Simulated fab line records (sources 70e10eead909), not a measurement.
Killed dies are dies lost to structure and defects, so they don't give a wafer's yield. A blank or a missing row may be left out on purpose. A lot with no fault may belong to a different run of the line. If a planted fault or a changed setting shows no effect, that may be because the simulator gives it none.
One fault seen from 2 desks | flow nand harc | only its own numbers are on each desk; what lay behind them is given at the end

== FROM THE METROLOGY DESK ==
Means of the sampled wafers that have a number, per lot and without regard to the tool the lot ran on: this is what the gauges read. The brackets show how far a lot's mean lies from the usual mean; more than 4 standard deviations puts the lot out of limits, marked OUT.
Columns: A = overlay x nm at NHARC_A_CONTACT_OVL_MEAS_09, usual -0.4 nm; B = overlay y nm at NHARC_A_CONTACT_OVL_MEAS_09, usual 0.0 nm
lot  | first seen here | A    | B
L328 | day 17 02:01    | 1.0  | -0.8
L327 | day 17 03:13    | -1.1 | -0.7
L330 | day 17 07:38    | 0.0  | -1.1
L329 | day 17 11:11    | -0.8 | 0.9
L332 | day 17 12:50    | 0.1  | 1.2
L331 | day 18 08:44    | 1.3  | 0.5
L334 | day 18 20:34    | 0.2  | -0.4
L341 | day 20 20:38    | -0.4 | -1.1
L338 | day 20 21:45    | -0.8 | 1.2
L342 | day 21 14:25    | -2.2 | 0.7
L346 | day 22 07:32    | -0.1 | -0.2
L348 | day 22 17:31    | -0.0 | 0.2
L349 | day 22 18:12    | -0.2 | 0.6
L350 | day 23 06:20    | 0.0  | -0.4
This desk's finding: nothing out of limits on any of the 14 lots.

== THE TOOL OWNER'S DESK: litho track-06 ==
The tool's own readings at NHARC_A_CONTACT_SOFTBAKE_03 (time 55 s): means of the sampled wafers that have a number, for each lot that ran on this tool. The brackets show how far a lot's mean lies from the usual mean; more than 4 standard deviations puts the lot out of limits, marked OUT.
Columns: A = heater power total W at NHARC_A_CONTACT_SOFTBAKE_03, usual 188.44 W
lot  | first seen here | A
L328 | day 17 01:00    | 188.39
L330 | day 17 07:00    | 188.62
L338 | day 20 21:00    | 185.55 (-22) OUT
L342 | day 21 13:00    | 185.51 (-23) OUT
This desk's finding: out of limits on L338, L342; first on L338, day 20 21:00 (heater power total W at NHARC_A_CONTACT_SOFTBAKE_03). Within limits: L328, L330.

== TAKEN TOGETHER ==
On L338, L342, at day 20 21:00, an alarm was possible from the tool owner's desk.
From the metrology desk's view, nothing was out of limits.
The metrology desk holds a record of L338, L342, inside its limits.
NHARC_A_CONTACT_SOFTBAKE_03 was run on litho track-06 by each of the lots named.

== WHAT THE SIMULATOR HAD PUT IN ==
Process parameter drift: litho track-06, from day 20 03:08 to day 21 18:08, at NHARC_A_CONTACT_SOFTBAKE_03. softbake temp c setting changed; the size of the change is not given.
Struck lots among those shown: L338, L342.
How many hours passed from the start of the fault until each desk's first out-of-limits reading: the tool owner's desk, 18.
